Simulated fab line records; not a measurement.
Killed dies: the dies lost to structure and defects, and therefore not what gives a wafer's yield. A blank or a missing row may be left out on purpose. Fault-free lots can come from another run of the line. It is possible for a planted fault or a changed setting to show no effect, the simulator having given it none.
Split-lot study    flow n5Finfet    route with 1938 steps; 7 lots, 21 wafers read

ABOUT THE SPLIT
At N5_BEOL_M11_ILD_DEP_00 (deposits SiCOH lowk from DEMS/porogen, target thk 308.51 nm, time 58 s), the setting timeS was moved away from the recipe's 58 s on 6 of the 21 wafers read, by -12.4% to +8.5%. This setting was run at the recipe's value on the other wafers.

THE PATH FROM SPLIT TO READING: the file shows 1 step between them
- N5_BEOL_M11_CURE_71: cures SiCOH lowk, time 240 s

THE READING
M11_ILD_THK, in nm, at N5_BEOL_M11_THK_MEAS_01. On this fab line, fault-free wafers typically give 269 nm with a standard deviation of 3.9 nm.

wafer   tool, chamber at the split  timeS as run, s  against the recipe  M11_ILD_THK, nm  against lot-mates on the recipe
L075.3  pecvd-04, 0                 58               recipe              270              -
L075.5  pecvd-04, 1                 58               recipe              267              -
L075.6  pecvd-04, 0                 58               recipe              279              -
L074.1  pecvd-04, 2                 58               recipe              267              -
L074.3  pecvd-04, 0                 58               recipe              273              -
L074.5  pecvd-04, 0                 58               recipe              276              -
L076.2  pecvd-02, 0                 58               recipe              265              -
L076.4  pecvd-02, 2                 53.19            -8.3%               250              -17
L076.6  pecvd-02, 1                 58               recipe              269              -
L077.1  pecvd-04, 1                 62.92            +8.5%               291              +20
L077.2  pecvd-04, 0                 58               recipe              271              -
L077.5  pecvd-04, 2                 58               recipe              272              -
L084.3  pecvd-04, 2                 50.81            -12.4%              239              -37
L084.4  pecvd-04, 2                 58               recipe              276              -
L084.5  pecvd-04, 1                 50.81            -12.4%              238              -38
L086.1  pecvd-04, 0                 58               recipe              268              -
L086.3  pecvd-04, 1                 51.2             -11.7%              235              -35
L086.5  pecvd-04, 2                 58               recipe              272              -
L096.4  pecvd-01, 0                 58               recipe              275              -
L096.5  pecvd-01, 2                 58               recipe              270              -
L096.6  pecvd-01, 1                 50.84            -12.3%              234              -38

THE FIT
A straight line over all 21 wafers: M11_ILD_THK changes by +2.75 nm for each +1% of timeS; r = +0.97; the points scatter about the line by 3.7 nm.
The same after taking each lot's own level away (the mean of its wafers on the recipe; 21 wafers): +2.85 nm for each +1%; r = +0.98; scatter 3.5 nm.
According to that fit, moving timeS by its largest amount changes the reading by 35 nm.
The lots' own levels span 267.0 to 276.0 nm, that is 2.3 times the standard deviation above.
The two slopes are in agreement: the lot-to-lot level therefore moves the slope only a little.
Check: with one of the wafers moved furthest among these (-12.4%) left out of the fit, the line predicts -35.4 nm for it against its lot-mates. It came out at -37 nm against them.

THE OTHER SPLITS THESE WAFERS WENT THROUGH
Before the reading, these wafers also passed through other splits. Each is held against what the fit with the lots' levels taken away leaves over:
other split on the same wafers     wafers away from the commonest value  r with M11_ILD_THK (lot level and that fit taken away)
N5_BEOL_M7_DESCUM_33 timeS         7                                     +0.16
N5_BEOL_M8_DESCUM_33 timeS         5                                     +0.18
N5_BEOL_M8_ETCH_72 h2FlowSccm      7                                     +0.02
N5_BEOL_M8_VIA_ETCH_34 sourceW     9                                     -0.22
N5_BEOL_M8_TRENCH_ETCH_37 sourceW  8                                     +0.14
N5_BEOL_M9_ETCH_66 timeS           6                                     -0.09
N5_BEOL_M9_TRENCH_ETCH_37 timeS    6                                     +0.31

THE WHOLE CHAIN: every reading that the file lists as answering this split, in the file's order
step                     what it does                                                            reading                                                                                   change (the file's fit)               r (the file's)
N5_BEOL_M11_ILD_DEP_00   deposits SiCOH lowk from DEMS/porogen, target thk 308.51 nm, time 58 s  SiCOH_lowk_of_BEOL_M11_ILD_DEP_00.thkNm (the simulator's own value, which no gauge read)  +3.23 nm for each +1% of the setting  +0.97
N5_BEOL_M11_CURE_71      cures SiCOH lowk, time 240 s                                            SiCOH_lowk_of_BEOL_M11_ILD_DEP_00.thkNm (the simulator's own value, which no gauge read)  +2.84 nm for each +1% of the setting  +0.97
N5_BEOL_M11_THK_MEAS_01                                                                          M11_ILD_THK                                                                               +2.84 for each +1% of the setting     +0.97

THE FILE'S OWN FIT
M11_ILD_THK changes by +2.84 nm for each +1% of timeS, r = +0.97.
